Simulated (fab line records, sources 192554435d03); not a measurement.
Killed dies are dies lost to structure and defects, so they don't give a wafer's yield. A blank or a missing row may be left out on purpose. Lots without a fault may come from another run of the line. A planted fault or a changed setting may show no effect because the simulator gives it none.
fab line records | flow n5_finfet
record lots=7 wafers=39
route steps=1938 shown DUMMY_GATE@243 SD_EPI_N@288 SD_ACTIVATION@330 HKMG_FIN@403 MOL_CONTACT_COAG@615
start_h: hours from the record's first day to the start of the lot's first wafer shown | wait_h: hours since the lot's step before | " the same as in the row above | L1.1+2: a row that stands for several wafers | - no value, or no start given | * or withheld: withheld | < > ~ a bound
route shown NAME@n: a module of which the file shows steps, and the number in the route of the first | usual: mean/standard deviation of fault-free wafers | same: alike in all rows | chamber/n: place in a boat | sites: the reading at each site | _std_site: their standard deviation | _edge_site: outer sites' mean less inner sites' | radius_mm: how far each site lies from the wafer's centre | mask NAME#n: copy n | behind: the tool/chamber that last shaped the wafer | hold: why the lot was held/for how many hours/how that ended | device: the transistor (n, p or np) that didn't switch | end of line: the same wafers' tests at the end of the route | a step without rows: its recipe alone | killed: dies lost to structure and defects at the first sort, not the wafer's yield | map: a wafer's dies, x killed, . not, _ none there
set.NAME: the setting as run; set.NAME@STEP: as run at that earlier step | model.NAME: the simulator's own value behind a step, which no gauge read
lots whose settings were changed on purpose; a table a step, a row a wafer
## steps
# step N5_DUMMY_GATE_ETCH_31
# recipe chemistry=C4F6/O2 target=SiO2 mask_material=SOC target_depth_a=825 time_s=27.5 ion_energy_ev=250 pressure_mtorr=30 source_w=345 bias_w=185 Ar_flow_sccm=300 C4F6_flow_sccm=10 O2_flow_sccm=10
# columns lot.wafer tool chamber start_h wait_h set.target_depth_a model.etch.depth_nm model.SOC_of_DUMMY_GATE_COAT_34.thk_nm
L078.1 rie_diel-01 2 71.92 0.0 883.1 85.13 51.6
L078.2 " 1 " " 825 80.27 52
L078.3 " 3 " " 825 80.77 52
L078.4 " 0 " " 883.1 88.12 51.2
L078.5 " 1 " " 825 79.5 52.2
L078.6 " 0 " " 883.1 87.66 51
L081.1 rie_diel-04 0 88.18 0.0 916.1 90.12 50.6
L081.2 " 1 " " 916.1 92.12 50.6
L081.3 " 3 " " 825 83.21 51.4
L081.4 " 2 " " 825 80.8 51.4
L081.5 " 1 " " 916.1 92.98 50.2
L081.6 " 2 " " 825 81.74 51.4
L085.1 rie_diel-04 2 114.32 0.0 910.8 88.77 50.6
L085.2 " 3 " " 910.8 91.71 50.4
L085.3 " 0 " " 910.8 90 50.8
L085.4 " 1 " " 825 83.82 51.4
L085.5 " 0 " " 825 81.35 51.6
L085.6 " 3 " " 825 83.04 51.4
L090.1 rie_diel-01 1 145.23 0.1 753.9 74.37 53
L090.2 " 2 " " 825 79.64 52.6
L090.3 " 3 " " 825 81.78 52.2
L090.4 " 0 " " 825 82.89 52
L090.5 " 2 " " 753.9 73.3 53.2
L090.6 " 1 " " 753.9 74.22 52.8
L091.2 rie_diel-03 3 149.88 0.0 825 82.88 51.8
L091.4 " 2 " " 825 81.84 51.8
L091.6 " 3 " " 825 83.6 52
L094.1 rie_diel-04 1 168.13 0.0 825 82.19 52
L094.2 " 2 " " 825 81.52 51.8
L094.3 " 3 " " 774.8 77.51 52.6
L094.4 " 3 " " 774.8 77.36 52.4
L094.5 " 1 " " 774.8 77.23 52.4
L094.6 " 2 " " 825 81.7 52
L097.1 rie_diel-01 3 188.95 0.0 782.9 76.71 52.4
L097.2 " 1 " " 825 80.6 51.8
L097.3 " 0 " " 782.9 79.16 51.8
L097.4 " 2 " " 825 79.73 52.2
L097.5 " 3 " " 782.9 76.65 52.2
L097.6 " 2 " " 825 79.74 52
# step N5_SD_EPI_N_EPI_21
# recipe material=Si:P dopant=P temp_c=680 pressure_torr=255 time_s=690
# columns lot.wafer tool chamber start_h wait_h set.epi_growth_time_s model.Si-P_of_SD_EPI_N_EPI_21.thk_nm
L078.1 epi_rpcvd-01 0 77.04 0.2 626.8 55.6
L078.2+4 " 0 " " 690 59.6
L078.3 " 0 " " 626.8 56
L078.5 " 0 " " 626.8 56.4
L078.6 " 0 " " 690 60
L081.1 epi_rpcvd-03 0 91.65 0.1 690 59.2
L081.2 " 0 " " 667.8 57.6
L081.3+4 " 0 " " 690 59
L081.5 " 0 " " 667.8 57.4
L081.6 " 0 " " 667.8 57.2
L085.1 epi_rpcvd-03 0 118.02 0.1 690 58.6
L085.2+6 " 0 " " 690 58.2
L085.3+4 " 0 " " 690 58.8
L085.5 " 0 " " 690 59
L090.1+6 epi_rpcvd-01 0 149.22 0.2 690 59.4
L090.2 " 0 " " 690 59.8
L090.3 " 0 " " 690 59.6
L090.4 " 0 " " 690 59.2
L090.5 " 0 " " 690 60
L091.2 epi_rpcvd-01 0 155.02 0.7 690 58.4
L091.4+6 " 0 " " 690 57.8
L094.1 epi_rpcvd-03 0 171.50 0.1 690 58.8
L094.2 " 0 " " 690 58.4
L094.3+4 " 0 " " 690 59
L094.5 " 0 " " 690 59.2
L094.6 " 0 " " 690 59.6
L097.1 epi_rpcvd-04 0 193.70 0.1 690 59.4
L097.2+5 " 0 " " 690 59.8
L097.3 " 0 " " 690 59
L097.4 " 0 " " 690 58.4
L097.6 " 0 " " 690 58.6
# step N5_SD_EPI_N_PRECLEAN_24
# recipe chemistry=O3/DIW time_s=60 temp_c=22 o3_ppm=10
# step N5_SD_ACTIVATION_RTA_00
# recipe temp_c=975 time_s=0 ambient=N2 idle_temp_c=600 ramp_up_c_per_s=150 ramp_down_c_per_s=60 cool_to_c=600
# step N5_SD_ACTIVATION_LSA_01
# recipe temp_c=1080 time_s=0.0008 ambient=N2
# step N5_SD_ACTIVATION_RS_MEAS_03
# recipe thk_meas_gauge=four-point-probe
# usual RS_SD_N=21.86/0.25 RS_SD_P=56.4/0.96
# columns lot.wafer tool chamber start_h wait_h set.epi_growth_time_s@SD_EPI_N_EPI_21 RS_SD_N[ohm/sq] RS_SD_P[ohm/sq]
L078.1 film_metro-02 - 84.72 0.2 626.8 23.25 56.6
L078.2 " - " " 690 21.64 56.0
L078.3 " - " " 626.8 23.12 56.5
L078.4 " - " " 690 21.72 55.2
L078.5 " - " " 626.8 23.05 55.8
L078.6 " - " " 690 21.47 55.4
L081.1 film_metro-01 - 100.13 0.2 690 21.89 56.0
L081.2 " - " " 667.8 22.34 56.2
L081.3 " - " " 690 21.66 55.9
L081.4 " - " " 690 21.95 56.7
L081.5 " - " " 667.8 22.30 56.7
L081.6 " - " " 667.8 22.33 55.3
L085.1 film_metro-02 - 125.19 0.2 690 22.02 55.6
L085.2 " - " " 690 22.20 56.5
L085.3 " - " " 690 21.95 56.0
L085.4 " - " " 690 22.10 56.7
L085.5 " - " " 690 21.87 56.3
L085.6 " - " " 690 21.99 55.2
L090.1 film_metro-01 - 156.79 0.2 690 21.81 56.7
L090.2 " - " " 690 21.63 56.0
L090.3 " - " " 690 21.74 55.0
L090.4 " - " " 690 21.98 56.2
L090.5 " - " " 690 21.52 56.1
L090.6 " - " " 690 21.55 55.7
L091.2 film_metro-01 - 164.85 0.2 690 22.24 56.2
L091.4 " - " " 690 22.57 55.7
L091.6 " - " " 690 22.70 55.6
L094.1 film_metro-01 - 179.50 0.2 690 22.02 56.5
L094.2 " - " " 690 22.18 56.8
L094.3 " - " " 690 21.89 56.5
L094.4 " - " " 690 21.91 57.6
L094.5 " - " " 690 22.03 56.8
L094.6 " - " " 690 21.50 57.2
L097.1 film_metro-01 - 200.50 0.2 690 21.97 56.8
L097.2 " - " " 690 21.46 57.1
L097.3 " - " " 690 21.81 56.6
L097.4 " - " " 690 22.06 57.8
L097.5 " - " " 690 21.61 56.0
L097.6 " - " " 690 21.84 57.1
# step N5_HKMG_FIN_ETCH_55
# recipe chemistry=N2/H2 target=SOC target_depth_a=2400 temp_c=40 time_s=300 ion_energy_ev=200 mask_material=SiARC pressure_mtorr=30 source_w=840 bias_w=150 n2_flow_sccm=200 h2_flow_sccm=200
# usual rf_vpp_V=523.9/2.4
# columns lot.wafer tool chamber start_h wait_h set.bias_w rf_vpp_V model.SiARC_of_HKMG_FIN_COAT_42.thk_nm
L078.1 rie_diel-05 2 99.12 0.0 161.7 549.5 20.4
L078.2 " 0 " " 161.7 549.7 18.8
L078.3 " 3 " " 150 522.9 21.6
L078.4 " 1 " " 161.7 549.7 20.2
L078.5 " 2 " " 150 523.7 21.8
L078.6 " 3 " " 150 522.6 21.4
L081.1 rie_diel-02 1 112.99 0.0 150 528.9 21.4
L081.2 " 2 " " 121.4 458.3 25
L081.3 " 3 " " 121.4 457.9 24.6
L081.4 " 0 " " 150 524.3 20.6
L081.5 " 0 " " 150 524.8 20.6
L081.6 " 1 " " 121.4 460.5 25
L085.1 rie_diel-02 0 137.86 0.0 124.4 466.3 23.6
L085.2 " 3 " " 124.4 463.6 24.2
L085.3 " 1 " " 150 529.0 21.6
L085.4 " 2 " " 124.4 466.8 24.6
L085.5 " 1 " " 150 529.0 21.8
L085.6 " 0 " " 150 523.7 20.6
L090.1 rie_diel-06 0 170.49 0.0 160 542.0 20.8
L090.2 " 2 " " 160 548.6 20.8
L090.3 " 3 " " 150 520.5 21.4
L090.4 " 1 " " 150 520.2 21
L090.5 " 1 " " 150 520.6 21
L090.6 " 2 " " 160 546.5 20.8
L091.2 rie_diel-06 0 177.65 0.0 150 520.1 22
L091.4 " 3 " " 150 519.5 21.6
L091.6 " 2 " " 150 524.8 22
L094.1 rie_diel-02 0 193.00 0.0 150 524.3 20.6
L094.2 " 2 " " 150 525.0 21.8
L094.3 " 3 " " 150 521.7 21
L094.4 " 1 " " 150 526.4 21.6
L094.5 " 1 " " 150 527.3 21.6
L094.6 " 0 " " 150 523.5 20.8
L097.1 rie_diel-02 1 213.54 0.0 165.5 562.0 20
L097.2 " 2 " " 150 525.0 21.8
L097.3 " 3 " " 150 523.1 21.2
L097.4 " 0 " " 165.5 557.7 19
L097.5 " 3 " " 165.5 557.9 19.4
L097.6 " 2 " " 150 524.0 21.8
# step N5_HKMG_FIN_ETCH_58
# recipe chemistry=N2/H2 target=SOC target_depth_a=2158 ion_energy_ev=50 bias_w=13 time_s=741 pressure_mtorr=30 source_w=875 n2_flow_sccm=200 h2_flow_sccm=200
# columns lot.wafer tool chamber start_h wait_h set.target_depth_a model.HKMG_FIN.feature_depth_nm model.etch.depth_nm model.SOC_of_HKMG_FIN_COAT_41.thk_nm
L078.1 rie_diel-05 2 99.33 0.0 2158 211.2 211.2 88.4
L078.2 " 0 " " 1931 202.4 202.5 96
L078.3 " 3 " " 2158 212.4 212.4 87.2
L078.4 " 1 " " 1931 186.8 186.8 112.2
L078.5 " 2 " " 1931 190 189.9 109.4
L078.6 " 3 " " 2158 210.2 210.1 89.6
L081.1 rie_diel-02 1 113.21 0.0 2158 214.6 214.6 86.4
L081.2 " 2 " " 2333 227.4 227.4 73.8
L081.3 " 3 " " 2333 238.6 238.5 63.2
L081.4 " 0 " " 2158 220 220 80.8
L081.5 " 0 " " 2333 237.6 237.7 64.2
L081.6 " 1 " " 2158 216.8 216.7 84.6
L085.1 rie_diel-02 0 138.07 0.0 2158 217.2 217.3 83.4
L085.2 " 3 " " 2158 219.2 219.2 81.2
L085.3 " 1 " " 1937 194.2 194.3 106.2
L085.4 " 2 " " 1937 187.8 187.8 113.2
L085.5 " 1 " " 1937 193 193 108
L085.6 " 0 " " 2158 218.4 218.4 81.6
L090.1 rie_diel-06 0 170.70 0.0 2158 207 206.9 93.6
L090.2 " 2 " " 2335 217.4 217.4 82.4
L090.3 " 3 " " 2158 209.4 209.4 90.8
L090.4 " 1 " " 2158 210 210 89.4
L090.5 " 1 " " 2335 227.2 227.1 72.8
L090.6 " 2 " " 2335 218.2 218.1 81.8
L091.2 rie_diel-06 0 177.86 0.0 2158 210 210 90.4
L091.4 " 3 " " 2158 210.8 210.9 89.8
L091.6 " 2 " " 2158 202.6 202.5 97.4
L094.1 rie_diel-02 0 193.21 0.0 2158 216.8 216.8 82.8
L094.2 " 2 " " 2158 208 208 91.8
L094.3 " 3 " " 2158 216.6 216.5 83.4
L094.4 " 1 " " 2158 216.4 216.4 83.2
L094.5 " 1 " " 2158 215.4 215.3 86
L094.6 " 0 " " 2158 217.2 217.3 83.2
L097.1 rie_diel-02 1 213.75 0.0 2158 218 217.9 83
L097.2 " 2 " " 2378 229.8 229.8 72
L097.3 " 3 " " 2158 220.8 220.8 81
L097.4 " 0 " " 2158 219.6 219.6 82.2
L097.5 " 3 " " 2378 242.4 242.3 58.2
L097.6 " 2 " " 2378 232.4 232.5 69.2
# step N5_MOL_CONTACT_COAG_VIA_ETCH_117
# recipe chemistry=C4F6/O2 target_depth_a=400 overetch_a=80 mask_material=SOC target=SiO2 bias_w=455 pressure_mtorr=10 time_s=26 source_w=325 Ar_flow_sccm=300 C4F6_flow_sccm=10 O2_flow_sccm=10 ion_energy_ev=575.3 ends=end_point
# usual rf_vpp_V=1600/30
# columns lot.wafer tool chamber start_h wait_h set.bias_w rf_vpp_V
L078.1 rie_diel-05 0 127.54 0.0 455 1623
L078.2 " 2 " " 411 1464
L078.3 " 3 " " 411 1492
L078.4 " 1 " " 455 1618
L078.5 " 2 " " 455 1580
L078.6 " 1 " " 411 1498
L081.1 rie_diel-06 3 142.30 0.0 488.3 1680
L081.2 " 2 " " 455 1616
L081.3 " 1 " " 455 1636
L081.4 " 2 " " 488.3 1702
L081.5 " 3 " " 488.3 1679
L081.6 " 1 " " 455 1635
L085.1 rie_diel-05 3 165.25 0.0 455 1610
L085.2 " 2 " " 497.5 1690
L085.3 " 1 " " 497.5 1727
L085.4 " 2 " " 497.5 1690
L085.5 " 3 " " 455 1610
L085.6 " 1 " " 455 1617
L090.1 rie_diel-06 1 197.32 0.0 487.8 1722
L090.2 " 3 " " 487.8 1676
L090.3 " 2 " " 487.8 1701
L090.4 " 0 " " 455 1541
L090.5 " 0 " " 455 1542
L090.6 " 3 " " 455 1593
L091.2 rie_diel-02 3 207.29 0.0 455 1576
L091.4 " 0 " " 455 1641
L091.6 " 0 " " 455 1641
L094.1 rie_diel-05 1 221.71 0.0 403.8 1478
L094.2 " 3 " " 403.8 1472
L094.3 " 2 " " 455 1580
L094.4 " 0 " " 455 1622
L094.5 " 0 " " 455 1622
L094.6 " 1 " " 403.8 1478
L097.1 rie_diel-06 3 239.00 0.0 455 1593
L097.2 " 1 " " 455 1635
L097.3 " 0 " " 455 1539
L097.4 " 2 " " 455 1615
L097.5 " 1 " " 455 1634
L097.6 " 2 " " 455 1614
## key
split step=N5_DUMMY_GATE_ETCH_31 setting=target_depth_a stated=825 by=wafer
response step=N5_DUMMY_GATE_ETCH_31 reading=model.etch.depth_nm change=+0.81 per=1% r=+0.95
response step=N5_DUMMY_GATE_ETCH_31 reading=model.SOC_of_DUMMY_GATE_COAT_34.thk_nm change=-0.0844 per=1% r=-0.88
split step=N5_SD_EPI_N_EPI_21 setting=epi_growth_time_s stated=690 by=wafer
response step=N5_SD_EPI_N_EPI_21 reading=model.Si-P_of_SD_EPI_N_EPI_21.thk_nm change=+0.42 per=1% r=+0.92
response step=N5_SD_ACTIVATION_RS_MEAS_03 reading=RS_SD_N change=-0.166 per=1% r=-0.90
split step=N5_HKMG_FIN_ETCH_55 setting=bias_w stated=150 by=wafer
response step=N5_HKMG_FIN_ETCH_55 reading=rf_vpp_V change=+3.54 per=1% r=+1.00
response step=N5_HKMG_FIN_ETCH_55 reading=model.SiARC_of_HKMG_FIN_COAT_42.thk_nm change=-0.187 per=1% r=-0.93
split step=N5_HKMG_FIN_ETCH_58 setting=target_depth_a stated=2158 by=wafer
response step=N5_HKMG_FIN_ETCH_58 reading=model.HKMG_FIN.feature_depth_nm change=+1.9 per=1% r=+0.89
response step=N5_HKMG_FIN_ETCH_58 reading=model.etch.depth_nm change=+1.9 per=1% r=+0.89
response step=N5_HKMG_FIN_ETCH_58 reading=model.SOC_of_HKMG_FIN_COAT_41.thk_nm change=-1.89 per=1% r=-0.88
split step=N5_MOL_CONTACT_COAG_VIA_ETCH_117 setting=bias_w stated=455 by=wafer
response step=N5_MOL_CONTACT_COAG_VIA_ETCH_117 reading=rf_vpp_V change=+12 per=1% r=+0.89
